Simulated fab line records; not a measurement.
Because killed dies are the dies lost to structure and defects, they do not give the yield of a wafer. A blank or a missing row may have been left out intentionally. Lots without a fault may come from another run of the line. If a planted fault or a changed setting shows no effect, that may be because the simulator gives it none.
Split-lot study + flow n5-finfet + 39 wafers read across 7 lots, on a route 1938 steps long

## THE SPLIT ITSELF
At N5_SD_EPI_P_EPI_21 (deposits SiGe:B, time 355 s), the setting pressure-torr was moved away from the recipe's 20 Torr on 24 of the 39 wafers read, by -19.0% to +16.6%. The other wafers ran this setting at the recipe's value.

The split's own step is where the reading is taken.

## THE READING
SiGe-B_of_SD_EPI_P_EPI_21.thk-nm (the simulator's own value, which no gauge read), in nm, at N5_SD_EPI_P_EPI_21 (deposits SiGe:B, time 355 s). No usual value for it is given in the file. Average 60.7 nm, standard deviation 0.37 nm, over the 15 wafers here run with the recipe.

| wafer  | tool, chamber at the split | pressure-torr as run, Torr | against the recipe | SiGe-B_of_SD_EPI_P_EPI_21.thk-nm, nm | against lot-mates on the recipe |
|--------|----------------------------|----------------------------|--------------------|--------------------------------------|---------------------------------|
| L075.3 | epi-rpcvd-04, 0            | 20                         | recipe             | 60.8                                 | -                               |
| L075.6 | epi-rpcvd-04, 0            | 20                         | recipe             | 60.8                                 | -                               |
| L075.4 | epi-rpcvd-04, 0            | 20                         | recipe             | 60.2                                 | -                               |
| L076.1 | epi-rpcvd-04, 0            | 20                         | recipe             | 60.8                                 | -                               |
| L076.3 | epi-rpcvd-04, 0            | 20                         | recipe             | 60.8                                 | -                               |
| L076.5 | epi-rpcvd-04, 0            | 20                         | recipe             | 60.8                                 | -                               |
| L076.2 | epi-rpcvd-04, 0            | 20                         | recipe             | 60.4                                 | -                               |
| L076.4 | epi-rpcvd-04, 0            | 20                         | recipe             | 60.6                                 | -                               |
| L076.6 | epi-rpcvd-04, 0            | 20                         | recipe             | 60.2                                 | -                               |
| L081.1 | epi-rpcvd-03, 0            | 21.63                      | +8.1%              | 63.2                                 | no lot-mate on the recipe       |
| L081.2 | epi-rpcvd-03, 0            | 21.63                      | +8.1%              | 62.8                                 | no lot-mate on the recipe       |
| L081.3 | epi-rpcvd-03, 0            | 21.63                      | +8.1%              | 62.8                                 | no lot-mate on the recipe       |
| L081.4 | epi-rpcvd-03, 0            | 21.63                      | +8.1%              | 63.6                                 | no lot-mate on the recipe       |
| L081.5 | epi-rpcvd-03, 0            | 21.63                      | +8.1%              | 63.6                                 | no lot-mate on the recipe       |
| L081.6 | epi-rpcvd-03, 0            | 21.63                      | +8.1%              | 63.4                                 | no lot-mate on the recipe       |
| L085.1 | epi-rpcvd-02, 0            | 16.2                       | -19.0%             | 56.6                                 | no lot-mate on the recipe       |
| L085.2 | epi-rpcvd-02, 0            | 16.2                       | -19.0%             | 57.2                                 | no lot-mate on the recipe       |
| L085.3 | epi-rpcvd-02, 0            | 16.2                       | -19.0%             | 57                                   | no lot-mate on the recipe       |
| L085.6 | epi-rpcvd-02, 0            | 16.2                       | -19.0%             | 57                                   | no lot-mate on the recipe       |
| L085.4 | epi-rpcvd-02, 0            | 16.2                       | -19.0%             | 56.4                                 | no lot-mate on the recipe       |
| L085.5 | epi-rpcvd-02, 0            | 16.2                       | -19.0%             | 57.4                                 | no lot-mate on the recipe       |
| L090.1 | epi-rpcvd-02, 0            | 23.33                      | +16.6%             | 64.2                                 | no lot-mate on the recipe       |
| L090.6 | epi-rpcvd-02, 0            | 23.33                      | +16.6%             | 64.2                                 | no lot-mate on the recipe       |
| L090.2 | epi-rpcvd-02, 0            | 23.33                      | +16.6%             | 65.4                                 | no lot-mate on the recipe       |
| L090.3 | epi-rpcvd-02, 0            | 23.33                      | +16.6%             | 65.2                                 | no lot-mate on the recipe       |
| L090.4 | epi-rpcvd-02, 0            | 23.33                      | +16.6%             | 64.6                                 | no lot-mate on the recipe       |
| L090.5 | epi-rpcvd-02, 0            | 23.33                      | +16.6%             | 65                                   | no lot-mate on the recipe       |
| L095.1 | epi-rpcvd-03, 0            | 21.78                      | +8.9%              | 63.4                                 | no lot-mate on the recipe       |
| L095.2 | epi-rpcvd-03, 0            | 21.78                      | +8.9%              | 63.4                                 | no lot-mate on the recipe       |
| L095.3 | epi-rpcvd-03, 0            | 21.78                      | +8.9%              | 63                                   | no lot-mate on the recipe       |
| L095.4 | epi-rpcvd-03, 0            | 21.78                      | +8.9%              | 63                                   | no lot-mate on the recipe       |
| L095.5 | epi-rpcvd-03, 0            | 21.78                      | +8.9%              | 64                                   | no lot-mate on the recipe       |
| L095.6 | epi-rpcvd-03, 0            | 21.78                      | +8.9%              | 64                                   | no lot-mate on the recipe       |
| L097.1 | epi-rpcvd-04, 0            | 20                         | recipe             | 60.4                                 | -                               |
| L097.2 | epi-rpcvd-04, 0            | 20                         | recipe             | 61.2                                 | -                               |
| L097.3 | epi-rpcvd-04, 0            | 20                         | recipe             | 60.2                                 | -                               |
| L097.4 | epi-rpcvd-04, 0            | 20                         | recipe             | 60.8                                 | -                               |
| L097.6 | epi-rpcvd-04, 0            | 20                         | recipe             | 60.8                                 | -                               |
| L097.5 | epi-rpcvd-04, 0            | 20                         | recipe             | 61.6                                 | -                               |

THE FIT
A straight line over all 39 wafers: SiGe-B_of_SD_EPI_P_EPI_21.thk-nm changes by +0.229 nm for each +1% of pressure-torr; r = +0.98; the points scatter about the line by 0.51 nm.
Too few moved wafers have a lot-mate on the recipe to fit a line with each lot's own level taken away.

## FILE'S OWN FIT
SiGe-B_of_SD_EPI_P_EPI_21.thk-nm changes by +0.229 nm for each +1% of pressure-torr, r = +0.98.
